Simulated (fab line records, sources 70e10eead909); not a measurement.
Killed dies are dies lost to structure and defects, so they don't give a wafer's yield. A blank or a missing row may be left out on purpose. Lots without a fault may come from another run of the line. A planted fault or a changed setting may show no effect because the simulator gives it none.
fab line records | flow nand_harc
record lots=12 wafers=36 last_day=34
route steps=1302 shown P_ZERO_WELL@68 P_STI@83 P_GATE@119 END@1302
lots that met no fault: from a run of the same line without faults
start_h: hours from the record's first day to the start of the lot's first wafer shown | wait_h: hours since the lot's step before | " the same as in the row above | L1.1+2: a row that stands for several wafers | - no value, or no start given | * or withheld: withheld | < > ~ a bound
route shown NAME@n: a module of which the file shows steps, and the number in the route of the first | usual: mean/standard deviation of fault-free wafers | same: alike in all rows | chamber/n: place in a boat | sites: the reading at each site | _std_site: their standard deviation | _edge_site: outer sites' mean less inner sites' | radius_mm: how far each site lies from the wafer's centre | mask NAME#n: copy n | behind: the tool/chamber that last shaped the wafer | hold: why the lot was held/for how many hours/how that ended | device: the transistor (n, p or np) that didn't switch | end of line: the same wafers' tests at the end of the route | a step without rows: its recipe alone | killed: dies lost to structure and defects at the first sort, not the wafer's yield | map: a wafer's dies, x killed, . not, _ none there
set.NAME: the setting as run; set.NAME@STEP: as run at that earlier step | model.NAME: the simulator's own value behind a step, which no gauge read
steps of the route over a sample of lots; a table a step, a row a wafer
services: from which hour (start_h, from the record's first day; less than 0 if before it) a tool's chamber was out of use, for how many hours, and why
## steps
# step NHARC_P_ZERO_WELL_INSPECT_43
# usual raw_defect_count=16/5.8
# columns lot.wafer tool chamber start_h wait_h raw_defect_count
L566.1 defect_inspect-01 - 27.74 0.6 15
L566.4 " - " " 11
L566.6 " - " " 21
L567.3 defect_inspect-01 - 37.70 0.4 17
L567.5 " - " " 13
L567.6 " - " " 29
L568.3 defect_inspect-02 - 47.59 0.4 4
L568.5 " - " " 11
L568.6 " - " " 6
L571.1 defect_inspect-02 - 77.66 0.6 14
L571.2 " - " " 21
L571.4 " - " " 19
L573.1 defect_inspect-01 - 97.61 0.6 12
L573.2 " - " " 21
L573.3 " - " " 14
L576.3 defect_inspect-02 - 127.91 0.4 10
L576.4 " - " " 20
L576.5 " - " " 15
L578.2 defect_inspect-01 - 147.87 0.5 19
L578.5 " - " " 16
L578.6 " - " " 4
L585.1 defect_inspect-01 - 217.46 0.6 19
L585.2 " - " " 12
L585.5 " - " " 13
L586.1 defect_inspect-02 - 227.79 0.6 13
L586.3 " - " " 26
L586.5 " - " " 15
L587.1 defect_inspect-02 - 238.29 0.6 20
L587.2 " - " " 17
L587.3 " - " " 11
L588.1 defect_inspect-02 - 247.64 0.6 13
L588.3 " - " " 22
L588.4 " - " " 20
L589.2 defect_inspect-01 - 257.56 0.5 17
L589.5 " - " " 11
L589.6 " - " " 23
# step NHARC_P_STI_CD_MEAS_09
# recipe target_cd_nm=200 landing_energy_ev=500
# usual cd_nm=199/3.4
# columns lot.wafer tool chamber start_h wait_h cd_nm
L566.1 cd_sem-03 0 46.64 - 200
L566.4 " 0 " " 202
L566.6 " 0 " " 199
L567.3 cd_sem-02 0 56.57 - 195
L567.5 " 0 " " 197
L567.6 " 0 " " 192
L568.3 cd_sem-01 0 64.15 - 206
L568.5 " 0 " " 205
L568.6 " 0 " " 201
L571.1 cd_sem-03 0 95.64 - 195
L571.2 " 0 " " 200
L571.4 " 0 " " 198
L573.1 cd_sem-02 0 112.32 - 190
L573.2 " 0 " " 195
L573.3 " 0 " " 197
L576.3 cd_sem-01 0 147.43 - 201
L576.4 " 0 " " 205
L576.5 " 0 " " 203
L578.2 cd_sem-02 0 162.55 - 198
L578.5 " 0 " " 198
L578.6 " 0 " " 202
L585.1 cd_sem-01 0 233.07 - 200
L585.2 " 0 " " 196
L585.5 " 0 " " 193
L586.1 cd_sem-01 0 244.28 - 199
L586.3 " 0 " " 196
L586.5 " 0 " " 200
L587.1 cd_sem-03 0 253.38 - 201
L587.2 " 0 " " 205
L587.3 " 0 " " 201
L588.1 cd_sem-03 0 266.06 - 201
L588.3 " 0 " " 201
L588.4 " 0 " " 203
L589.2 cd_sem-01 0 276.42 - 200
L589.5 " 0 " " 197
L589.6 " 0 " " 199
# step NHARC_P_STI_ETCH_42
# recipe target_depth_a=800 overetch_a=240 time_s=61 ion_energy_ev=200 n2_flow_sccm=150 h2_flow_sccm=150 ar_flow_sccm=0 rf_w=400 bias_w=150 chemistry=N2/H2
# usual drypump_motor_current_A=6.0/0.43 oes_product_au=0.998/0.011 rf_vpp_V=430.2/2.2 showerhead_plenum_p_Torr=2.03/0.074 throttle_valve_pct=14.172/0.0087
# columns lot.wafer tool chamber start_h wait_h drypump_motor_current_A oes_product_au rf_hours_counter_h rf_vpp_V showerhead_plenum_p_Torr throttle_valve_pct
L566.4 rie_diel-12 0 47.02 0.1 6.8 0.976 9 428.6 1.98 14.189
L566.1 " 2 " " 5.7 0.992 9 430.8 2.05 14.149
L566.6 " 0 " " 6.8 0.986 - 429.2 1.98 14.170
L567.3 rie_diel-02 1 56.92 0.1 5.9 1.002 1 427.3 1.91 14.166
L567.6 " 2 " " 5.7 1.011 - 430.2 2.02 14.177
L567.5 " 3 " " 5.4 1.000 - 430.1 2.05 14.160
L568.3 rie_diel-13 2 64.49 0.1 6.0 1.001 3 427.1 1.93 14.183
L568.5 " 1 " " 5.8 0.983 - 429.5 2.00 14.175
L568.6 " 2 " " 6.0 1.014 - 427.6 1.93 14.177
L571.2 rie_diel-13 0 95.99 0.1 6.2 1.005 4 433.0 2.09 14.176
L571.1 " 1 " " 5.8 0.991 4 430.3 2.00 14.176
L571.4 " 3 " " 5.4 0.975 4 434.4 2.14 14.176
L573.2 rie_diel-13 0 112.68 0.1 6.2 1.006 5 433.4 2.09 14.176
L573.3 " 1 " " 5.7 0.991 5 431.2 2.00 14.174
L573.1 " 2 " " 6.0 0.985 5 426.7 1.93 14.185
L576.3 rie_diel-12 1 147.79 0.1 6.4 0.992 5 433.8 2.17 14.191
L576.4 " 1 " " 6.4 0.988 - 433.9 2.17 14.180
L576.5 " 0 " " 6.8 0.994 - 430.4 1.98 14.178
L578.2 rie_diel-02 2 162.90 0.1 5.7 1.003 8 429.7 2.02 14.177
L578.6 " 0 " " 6.5 0.999 - 429.0 1.96 14.174
L578.5 " 1 " " 6.0 1.011 - 427.1 1.91 14.176
L585.1 rie_diel-13 1 233.43 0.1 5.7 1.014 3 430.0 2.00 14.170
L585.2 " 3 " " 5.4 0.973 3 433.2 2.14 14.175
L585.5 " 2 " " 6.0 1.001 - 427.6 1.93 14.169
L586.1 rie_diel-02 0 244.63 0.1 6.5 1.009 1 429.9 1.96 14.171
L586.3 " 1 " " 5.9 1.012 1 426.7 1.91 14.176
L586.5 " 2 " " 5.7 1.001 - 430.0 2.02 14.171
L587.1 rie_diel-12 1 253.73 0.1 6.4 0.993 14 433.3 2.16 14.170
L587.2 " 2 " " 5.7 1.000 14 429.9 2.04 14.169
L587.3 " 3 " " 6.0 0.997 13 430.5 2.02 14.166
L588.1 rie_diel-02 0 266.41 0.1 6.5 0.997 2 427.7 1.96 14.162
L588.4 " 1 " " 5.9 1.021 2 426.6 1.91 14.167
L588.3 " 2 " " 5.6 0.993 3 429.5 2.01 14.176
L589.2 rie_diel-02 1 276.78 0.1 5.9 1.018 2 426.4 1.91 14.174
L589.5 " 2 " " 5.7 0.998 - 429.1 2.01 14.160
L589.6 " 3 " " 5.4 0.995 - 430.2 2.04 14.159
# step NHARC_P_GATE_EXPOSE_08
# recipe na=0.6 dose_mj=16.75 mask_id=P_HV
# usual reticle_temp_C=22.99/0.11
# columns lot.wafer tool chamber start_h wait_h mask reticle_temp_C
L566.1 krf_scanner-03 0 89.09 - P_HV#0 22.91
L566.4 " 0 " " P_HV#0 23.02
L566.6 " 0 " " P_HV#0 23.08
L567.3 krf_scanner-04 0 93.03 - P_HV#0 22.91
L567.5 " 0 " " P_HV#0 22.70
L567.6 " 0 " " P_HV#0 23.05
L568.3 krf_scanner-04 0 100.38 - P_HV#0 23.22
L568.5 " 0 " " P_HV#0 23.20
L568.6 " 0 " " P_HV#0 22.98
L571.1 krf_scanner-04 0 134.39 - P_HV#0 23.18
L571.2 " 0 " " P_HV#0 22.93
L571.4 " 0 " " P_HV#0 22.92
L573.1 krf_scanner-04 0 154.29 - P_HV#0 23.12
L573.2 " 0 " " P_HV#0 23.15
L573.3 " 0 " " P_HV#0 23.06
L576.3 krf_scanner-04 0 188.00 - P_NSD#0 23.12
L576.4 " 0 " " P_NSD#0 23.20
L576.5 " 0 " " P_NSD#0 23.09
L578.2 krf_scanner-04 0 199.58 - P_HV#0 22.99
L578.5 " 0 " " P_HV#0 23.00
L578.6 " 0 " " P_HV#0 22.78
L585.1 krf_scanner-02 0 272.45 - P_HV#0 22.95
L585.2 " 0 " " P_HV#0 23.05
L585.5 " 0 " " P_HV#0 22.83
L586.1 krf_scanner-04 0 287.15 - P_HV#0 22.95
L586.3 " 0 " " P_HV#0 22.93
L586.5 " 0 " " P_HV#0 22.88
L587.1 krf_scanner-04 0 291.06 - P_HV#0 23.09
L587.2 " 0 " " P_HV#0 23.04
L587.3 " 0 " " P_HV#0 23.24
L588.1 krf_scanner-03 0 301.03 - P_HV#0 22.97
L588.3 " 0 " " P_HV#0 23.12
L588.4 " 0 " " P_HV#0 23.03
L589.2 krf_scanner-04 0 318.13 - P_HV#0 22.97
L589.5 " 0 " " P_HV#0 23.17
L589.6 " 0 " " P_HV#0 23.14
# step NHARC_P_GATE_CD_MEAS_11
# recipe target_cd_nm=1640 landing_energy_ev=500
# usual cd_nm=1639.5/2.8
# columns lot.wafer tool chamber start_h wait_h cd_nm
L566.1 cd_sem-02 0 89.24 - 1638.3
L566.4 " 0 " " 1636.6
L566.6 " 0 " " 1638.2
L567.3 cd_sem-01 0 93.19 - 1635.3
L567.5 " 0 " " 1635.5
L567.6 " 0 " " 1633.3
L568.3 cd_sem-03 0 100.53 - 1635.7
L568.5 " 0 " " 1639.9
L568.6 " 0 " " 1639.3
L571.1 cd_sem-03 0 134.55 - 1642.1
L571.2 " 0 " " 1639.9
L571.4 " 0 " " 1640.6
L573.1 cd_sem-02 0 154.45 - 1635.5
L573.2 " 0 " " 1640.6
L573.3 " 0 " " 1639.2
L576.3 cd_sem-03 0 188.15 - -
L576.4 " 0 " " -
L576.5 " 0 " " -
L578.2 cd_sem-03 0 199.73 - 1640.1
L578.5 " 0 " " 1643.1
L578.6 " 0 " " 1642.9
L585.1 cd_sem-03 0 272.60 - 1645.4
L585.2 " 0 " " 1637.6
L585.5 " 0 " " 1641.6
L586.1 cd_sem-03 0 287.31 - 1639.9
L586.3 " 0 " " 1640.8
L586.5 " 0 " " 1643.5
L587.1 cd_sem-01 0 291.22 - 1640.3
L587.2 " 0 " " 1636.5
L587.3 " 0 " " 1637.9
L588.1 cd_sem-01 0 301.18 - 1644.6
L588.3 " 0 " " 1639.5
L588.4 " 0 " " 1641.9
L589.2 cd_sem-02 0 318.28 - 1640.8
L589.5 " 0 " " 1638.4
L589.6 " 0 " " 1640.6
# step NHARC_END_SORT_01
# recipe temp_c=25
# usual killed_at_array=55/19 killed_at_other=0.9/1.4 killed_at_periphery=3.8/2.9 killed_dies=60/19 killed_open=3.3/1.8 killed_short=2.6/1.6
# same gross_dies=677
# columns lot.wafer tool chamber start_h wait_h killed_at_array killed_at_other killed_at_periphery killed_dies killed_open killed_short
L576.3 prober-01 0 689.01 3.1 50 0 627 677 2 3
L576.4 prober-01 0 689.80 3.4 30 0 647 677 2 2
L576.5 prober-01 0 690.60 3.7 44 0 633 677 8 0
# killed by level:class
L576.3 P_GATE:area_expose=626 A_SLIT:chamber_film_flake=35 A_CHANNEL_HOLE_D1:chamber_film_flake=6 A_STAIRCASE:chamber_film_flake=2 P_M0:geometric_particle:open=1 A_ONON_D1:geometric_particle:open=1 A_CHANNEL_FILL_D1:geometric_particle:short=1 A_DECK1_JOINT:geometric_particle:short=1
L576.4 P_GATE:area_expose=642 A_SLIT:chamber_film_flake=21 A_STAIRCASE:chamber_film_flake=4 A_CHANNEL_HOLE_D1:chamber_film_flake=3 P_CONTACT:geometric_particle:open=2 P_GATE:chamber_film_flake=2 P_CONTACT:geometric_particle:short=1 A_SGD_CUT:geometric_particle:short=1
L576.5 P_GATE:area_expose=630 A_SLIT:chamber_film_flake=28 A_CHANNEL_HOLE_D1:chamber_film_flake=5 A_STAIRCASE:chamber_film_flake=4 P_CONTACT:geometric_particle:open=1 P_M0:geometric_particle:open=1 A_ONON_D1:geometric_particle:open=1 A_DECK1_JOINT:geometric_particle:open=1
## services
# columns tool chamber start_h hours kind
rie_diel-02 - 39.70 9.0 pm
krf_scanner-03 - 52.00 4.0 pm
rie_diel-12 1 63.39 1.5 repair
rie_diel-13 2 68.47 9.4 repair
rie_diel-13 1 72.75 2.4 repair
rie_diel-02 2 80.34 8.4 repair
rie_diel-12 - 91.74 9.0 pm
rie_diel-02 1 95.45 10.2 repair
rie_diel-12 0 103.53 5.3 repair
krf_scanner-03 - 118.20 0.4 repair
rie_diel-13 2 126.43 9.0 repair
krf_scanner-04 - 136.23 0.5 repair
rie_diel-12 3 142.72 8.9 repair
krf_scanner-03 - 143.67 0.3 repair
rie_diel-13 - 165.00 9.0 pm
krf_scanner-04 - 183.76 4.0 pm
rie_diel-02 3 202.02 6.1 repair
krf_scanner-04 - 214.49 0.9 repair
rie_diel-02 - 216.70 9.0 pm
rie_diel-13 0 229.93 25.6 repair
rie_diel-13 0 258.43 4.5 repair
rie_diel-12 - 268.74 9.0 pm
rie_diel-13 0 270.06 1.5 repair
krf_scanner-04 - 275.06 2.4 repair
## key
first_sign step=NHARC_P_GATE_EXPOSE_08 reading=mask direction=changed
effect step=NHARC_P_GATE_CD_MEAS_11 reading=cd_nm direction=missing
effect step=NHARC_END_SORT_01 reading=killed_at_periphery direction=up sigmas=99+ usual=3.8 struck=635.7
more_kills_born_at NHARC_P_GATE_EXPOSE_08@krf_scanner-04=1898
met_at NHARC_P_GATE_EXPOSE_08
struck_lots L576
later_rows_left_out L576.3,L576.4,L576.5
tester_left_out L576
not_acting_at NHARC_P_ZERO_WELL_INSPECT_43,NHARC_P_STI_CD_MEAS_09,NHARC_P_STI_ETCH_42
onset_between 154.29 188.00
fault kind=wrong_mask tool=any chamber=- onset_h=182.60 steps=NHARC_P_GATE_EXPOSE_08 aux_copy=P_NSD#0 scope=struck_lots_only
# tester_left_out: of these lots the tester's yield and bins aren't shown, on N5 and GAA mostly nor the transistor test; their killed dies are dies lost to structure and defects alone, not to doping, threshold or leakage, so they don't give the yield
# later_rows_left_out: the simulator's readings of these wafers behind a module that went badly wrong aren't trusted and aren't shown, but for the sort
